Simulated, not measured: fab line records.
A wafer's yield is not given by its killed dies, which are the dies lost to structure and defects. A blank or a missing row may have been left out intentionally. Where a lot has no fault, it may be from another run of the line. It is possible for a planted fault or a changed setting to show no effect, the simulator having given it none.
Which of the tools did it? | flow n5-finfet | 72 wafers from 24 lots sampled at 5 of the route's 1938 steps

WHAT THE GAUGES READ, wafer by wafer
N5_STI_FIN_REVEAL_THK_MEAS_05.
lot  | measured    | on            | thk-nm (nm)
L074 | day 2 10:16 | film-metro-02 | 131.5 130.3 131.5
L075 | day 2 15:40 | film-metro-02 | 131.5 130.7 131.9
L076 | day 2 22:50 | film-metro-02 | 130.7 131.9 132.8
L077 | day 3 03:56 | film-metro-01 | 131.5 131.4 131.6
L078 | day 3 09:37 | film-metro-02 | 132.5 132.2 131.5
L079 | day 3 14:59 | film-metro-02 | 130.6 128.9 130.1
L080 | day 3 22:46 | film-metro-01 | 129.4 129.7 130.2
L081 | day 4 03:59 | film-metro-02 | 131.2 131.5 131.1
L082 | day 4 09:57 | film-metro-01 | 131.8 132.3 131.6
L083 | day 4 16:02 | film-metro-01 | 130.1 129.6 130.2
L084 | day 4 23:20 | film-metro-02 | 131.6 131.1 131.6
L085 | day 5 05:31 | film-metro-02 | 132.1 133.7 130.9
L086 | day 5 10:56 | film-metro-02 | 131.4 131.3 132.1
L087 | day 5 23:13 | film-metro-02 | 131.4 129.9 131.0
L088 | day 6 02:01 | film-metro-01 | 131.5 131.5 130.9
L089 | day 6 07:16 | film-metro-01 | 131.8 132.6 133.7
L090 | day 6 13:27 | film-metro-02 | 133.6 134.2 133.0
L091 | day 6 19:34 | film-metro-01 | 130.3 131.7 131.1
L092 | day 7 02:20 | film-metro-01 | 131.4 131.2 129.8
L093 | day 7 04:21 | film-metro-02 | 132.7 132.8 133.3
L094 | day 7 12:41 | film-metro-02 | 132.9 132.9 133.3
L095 | day 7 19:17 | film-metro-01 | 131.5 131.2 130.7
L096 | day 7 23:21 | film-metro-01 | 129.2 128.3 129.2
L097 | day 8 04:14 | film-metro-01 | 132.3 131.6 132.8

N5_STI_FIN_REVEAL_INSPECT_13: inspects for defects (darkfield).
lot  | measured    | on                | raw-defect-count
L074 | day 2 14:04 | defect-inspect-01 | 15 7 16
L075 | day 2 18:58 | defect-inspect-01 | 7 7 13
L076 | day 3 02:11 | defect-inspect-01 | 15 4 17
L077 | day 3 07:24 | defect-inspect-02 | 5 7 13
L078 | day 3 13:07 | defect-inspect-01 | 20 14 16
L079 | day 3 19:23 | defect-inspect-01 | 4 8 14
L080 | day 4 02:13 | defect-inspect-01 | 15 12 18
L081 | day 4 07:20 | defect-inspect-01 | 16 8 10
L082 | day 4 13:21 | defect-inspect-01 | 4 9 9
L083 | day 4 19:47 | defect-inspect-02 | 18 8 4
L084 | day 5 02:42 | defect-inspect-02 | 9 21 11
L085 | day 5 09:10 | defect-inspect-02 | 10 6 7
L086 | day 5 14:37 | defect-inspect-01 | 13 10 14
L087 | day 6 02:40 | defect-inspect-01 | 11 8 4
L088 | day 6 05:39 | defect-inspect-02 | 18 20 22
L089 | day 6 10:52 | defect-inspect-02 | 13 8 8
L090 | day 6 17:32 | defect-inspect-01 | 12 12 6
L091 | day 6 23:00 | defect-inspect-01 | 7 5 6
L092 | day 7 07:24 | defect-inspect-01 | 15 12 9
L093 | day 7 07:44 | defect-inspect-01 | 15 5 4
L094 | day 7 16:25 | defect-inspect-01 | 8 18 19
L095 | day 7 22:42 | defect-inspect-01 | 9 19 12
L096 | day 8 02:52 | defect-inspect-01 | 9 11 10
L097 | day 8 07:48 | defect-inspect-02 | 11 7 7

WHICH TOOL RAN EACH LOT (tool, then ch and the chambers of the sampled wafers, then the start)
lot  | N5_FIN_CUT_CUT_ETCH_26            | N5_FIN_CUT_PRECLEAN_35            | N5_STI_FIN_REVEAL_RECESS_09
L074 | rie-diel-04 ch 0,1,3, day 2 04:18 | vapor-etch-02 ch 0,1, day 2 04:25 | vapor-etch-02 ch 0,1, day 2 11:16
L075 | rie-diel-05 ch 0,1,2, day 2 09:36 | vapor-etch-02 ch 0,1, day 2 09:43 | vapor-etch-02 ch 0,1, day 2 16:10
L076 | rie-diel-03 ch 0,1,3, day 2 16:12 | vapor-etch-01 ch 0,1, day 2 16:19 | vapor-etch-01 ch 0,1, day 2 23:21
L077 | rie-diel-05 ch 1,2,3, day 2 21:25 | vapor-etch-01 ch 0,1, day 2 21:32 | vapor-etch-02 ch 0,1, day 3 04:25
L078 | rie-diel-03 ch 0,1,3, day 3 03:07 | vapor-etch-01 ch 0,1, day 3 03:15 | vapor-etch-02 ch 0,1, day 3 10:51
L079 | rie-diel-04 ch 0,1,3, day 3 09:04 | vapor-etch-01 ch 0,1, day 3 09:11 | vapor-etch-02 ch 0,1, day 3 15:41
L080 | rie-diel-04 ch 0,2, day 3 16:33   | vapor-etch-01 ch 0,1, day 3 16:54 | vapor-etch-02 ch 0,1, day 3 23:26
L081 | rie-diel-05 ch 0,2, day 3 22:05   | vapor-etch-02 ch 0,1, day 3 22:13 | vapor-etch-01 ch 0,1, day 4 04:33
L082 | rie-diel-05 ch 2,3, day 4 04:01   | vapor-etch-02 ch 0,1, day 4 04:08 | vapor-etch-02 ch 0,1, day 4 10:32
L083 | rie-diel-04 ch 0,3, day 4 10:09   | vapor-etch-01 ch 0,1, day 4 10:16 | vapor-etch-02 ch 0,1, day 4 16:39
L084 | rie-diel-03 ch 0,1, day 4 17:26   | vapor-etch-01 ch 0,1, day 4 17:33 | vapor-etch-01 ch 0,1, day 4 23:55
L085 | rie-diel-03 ch 0,2, day 4 23:38   | vapor-etch-01 ch 0,1, day 4 23:44 | vapor-etch-01 ch 1, day 5 06:10
L086 | rie-diel-04 ch 0,1,2, day 5 05:02 | vapor-etch-01 ch 0,1, day 5 05:08 | vapor-etch-02 ch 0,1, day 5 11:50
L087 | rie-diel-05 ch 0,2,3, day 5 15:09 | vapor-etch-02 ch 0,1, day 5 15:16 | vapor-etch-01 ch 0, day 5 23:51
L088 | rie-diel-05 ch 0,1,3, day 5 19:28 | vapor-etch-01 ch 0, day 5 19:34   | vapor-etch-01 ch 0,1, day 6 02:38
L089 | rie-diel-03 ch 1,2, day 6 01:09   | vapor-etch-01 ch 0,1, day 6 01:26 | vapor-etch-01 ch 0,1, day 6 08:01
L090 | rie-diel-05 ch 0,1,3, day 6 07:00 | vapor-etch-01 ch 0,1, day 6 07:07 | vapor-etch-01 ch 0,1, day 6 14:29
L091 | rie-diel-03 ch 2,3, day 6 12:55   | vapor-etch-01 ch 0,1, day 6 13:01 | vapor-etch-02 ch 0,1, day 6 20:11
L092 | rie-diel-03 ch 1,2,3, day 6 19:47 | vapor-etch-02 ch 0,1, day 6 19:54 | vapor-etch-02 ch 0, day 7 02:59
L093 | rie-diel-04 ch 1,2,3, day 6 22:18 | vapor-etch-01 ch 0,1, day 6 22:25 | vapor-etch-01 ch 0, day 7 04:54
L094 | rie-diel-03 ch 0,1,3, day 7 06:02 | vapor-etch-01 ch 0,1, day 7 06:51 | vapor-etch-02 ch 0,1, day 7 13:18
L095 | rie-diel-04 ch 1,2,3, day 7 12:13 | vapor-etch-01 ch 0,1, day 7 12:20 | vapor-etch-02 ch 0,1, day 7 19:52
L096 | rie-diel-03 ch 0,1, day 7 16:44   | vapor-etch-02 ch 0,1, day 7 16:51 | vapor-etch-02 ch 0, day 7 23:50
L097 | rie-diel-03 ch 0,3, day 7 21:41   | vapor-etch-01 ch 0,1, day 7 21:48 | vapor-etch-01 ch 0,1, day 8 04:44
- N5_FIN_CUT_CUT_ETCH_26: etches SiNx in CH3F/O2, target depth 39 nm, time 55.7 s.
- N5_FIN_CUT_PRECLEAN_35: cleans in vHF, time 13.3 s.
- N5_STI_FIN_REVEAL_RECESS_09: chemistry HF/NH3, target SiO2, afs cycles 11, target depth 42.5 nm, sublimation time 60 s.

AS READ BY THE TOOLS THEMSELVES (means over the sampled wafers that have a number; for cases with no such wafer, the mark the record gives instead)
N5_FIN_CUT_CUT_ETCH_26.
lot  | tool        | drypump-motor-current-A (A) | oes-product-au (a.u.) | rf-vpp-V (V) | showerhead-plenum-p-Torr (Torr) | throttle-valve-pct (%)
L074 | rie-diel-04 | 5.6                         | 0.77                  | 294          | 2.01                            | 16.49
L075 | rie-diel-05 | 5.5                         | 0.75                  | 295          | 2.03                            | 16.34
L076 | rie-diel-03 | 5.4                         | 0.85                  | 302          | 2.02                            | 16.38
L077 | rie-diel-05 | 5.5                         | 0.76                  | 295          | 2.00                            | 16.31
L078 | rie-diel-03 | 5.4                         | 0.84                  | 302          | 2.02                            | 16.38
L079 | rie-diel-04 | 5.5                         | 0.77                  | 294          | 2.01                            | 16.51
L080 | rie-diel-04 | 6.2                         | 0.74                  | 302          | 1.97                            | 16.38
L081 | rie-diel-05 | 5.5                         | 0.75                  | 294          | 2.03                            | 16.30
L082 | rie-diel-05 | 5.6                         | 0.77                  | 299          | 2.00                            | 16.31
L083 | rie-diel-04 | 5.8                         | 0.74                  | 299          | 1.99                            | 16.46
L084 | rie-diel-03 | 5.3                         | 0.87                  | 298          | 1.98                            | 16.27
L085 | rie-diel-03 | 5.3                         | 0.83                  | 297          | 1.99                            | 16.26
L086 | rie-diel-04 | 6.1                         | 0.75                  | 297          | 1.98                            | 16.46
L087 | rie-diel-05 | 5.6                         | 0.75                  | 298          | 2.02                            | 16.37
L088 | rie-diel-05 | 5.7                         | 0.74                  | 299          | 2.01                            | 16.41
L089 | rie-diel-03 | 5.1                         | 0.74                  | 301          | 2.03                            | 16.36
L090 | rie-diel-05 | 5.7                         | 0.73                  | 299          | 2.01                            | 16.41
L091 | rie-diel-03 | 5.2                         | 0.71                  | 303          | 2.07                            | 16.47
L092 | rie-diel-03 | 5.3                         | 0.74                  | 304          | 2.05                            | 16.47
L093 | rie-diel-04 | 5.7                         | 0.72                  | 293          | 1.96                            | 16.55
L094 | rie-diel-03 | 5.4                         | 0.80                  | 301          | 2.01                            | 16.44
L095 | rie-diel-04 | 5.7                         | 0.72                  | 293          | 1.96                            | 16.54
L096 | rie-diel-03 | 5.4                         | 0.83                  | 299          | 1.97                            | 16.31
L097 | rie-diel-03 | 5.5                         | 0.83                  | 299          | 1.99                            | 16.42

N5_FIN_CUT_PRECLEAN_35.
lot  | tool          | drypump-motor-current-A (A) | temp-c (C)
L074 | vapor-etch-02 | 5.93                        | 45.04
L075 | vapor-etch-02 | 6.14                        | 45.11
L076 | vapor-etch-01 | 5.84                        | 44.98
L077 | vapor-etch-01 | 6.00                        | 45.01
L078 | vapor-etch-01 | 6.02                        | 45.01
L079 | vapor-etch-01 | 5.82                        | 45.03
L080 | vapor-etch-01 | 6.00                        | 44.95
L081 | vapor-etch-02 | 5.91                        | 44.95
L082 | vapor-etch-02 | 6.20                        | 44.94
L083 | vapor-etch-01 | 5.82                        | 45.05
L084 | vapor-etch-01 | 5.83                        | 44.96
L085 | vapor-etch-01 | 5.82                        | 45.08
L086 | vapor-etch-01 | 6.00                        | 44.98
L087 | vapor-etch-02 | 5.90                        | 44.97
L088 | vapor-etch-01 | 6.15                        | 44.98
L089 | vapor-etch-01 | 6.00                        | 44.98
L090 | vapor-etch-01 | 5.85                        | 44.99
L091 | vapor-etch-01 | 5.82                        | 44.94
L092 | vapor-etch-02 | 5.92                        | 45.03
L093 | vapor-etch-01 | 6.00                        | 45.13
L094 | vapor-etch-01 | 5.99                        | 45.02
L095 | vapor-etch-01 | 5.99                        | 45.13
L096 | vapor-etch-02 | 6.17                        | 45.12
L097 | vapor-etch-01 | 5.99                        | 44.94

N5_STI_FIN_REVEAL_RECESS_09.
lot  | tool          | drypump-motor-current-A (A) | temp-c (C)
L074 | vapor-etch-02 | 5.9                         | 30.01
L075 | vapor-etch-02 | 6.2                         | 29.96
L076 | vapor-etch-01 | 6.0                         | 30.02
L077 | vapor-etch-02 | 6.0                         | 29.89
L078 | vapor-etch-02 | 5.9                         | 30.05
L079 | vapor-etch-02 | 6.1                         | 29.98
L080 | vapor-etch-02 | 6.2                         | 29.97
L081 | vapor-etch-01 | 5.8                         | 29.99
L082 | vapor-etch-02 | 5.9                         | 30.16
L083 | vapor-etch-02 | 5.9                         | 29.88
L084 | vapor-etch-01 | 6.0                         | 29.88
L085 | vapor-etch-01 | 5.7                         | 30.05
L086 | vapor-etch-02 | 5.9                         | 29.98
L087 | vapor-etch-01 | 6.2                         | 29.94
L088 | vapor-etch-01 | 5.9                         | 29.95
L089 | vapor-etch-01 | 6.0                         | 30.09
L090 | vapor-etch-01 | 5.9                         | 29.99
L091 | vapor-etch-02 | 5.9                         | 30.01
L092 | vapor-etch-02 | 6.4                         | 29.97
L093 | vapor-etch-01 | 6.1                         | 30.01
L094 | vapor-etch-02 | 6.2                         | 29.98
L095 | vapor-etch-02 | 6.2                         | 30.14
L096 | vapor-etch-02 | 6.4                         | 29.95
L097 | vapor-etch-01 | 6.0                         | 29.98

THE ANSWER, worked out from the rows above alone
Rule: usual is defined by the lots themselves. The widest of any qualifying gaps counts: lots, ordered by their means at a reading, are off when they make up no more than a third of the lots, leave a main group of 4 or more, and stand apart from it by 3 or more times the standard deviation of that group's means. A main group is skipped when, at the precision printed for the reading in the tables above, its means are all equal. A lot without any number at a reading at which 4 lots or more have one is off too. Any other lot the step has rows for is counted as sound. Order of review: gauges by route order, followed by the tools' own readings, for which a lot's mean as printed above is used. The first step at which some lot is off is used, and at that step the reading that is off furthest; a lot without a number counts as furthest.
Across all readings shown, no lot is off: no conclusion can be drawn from this.

WHAT WAS PUT IN BY THE SIMULATOR
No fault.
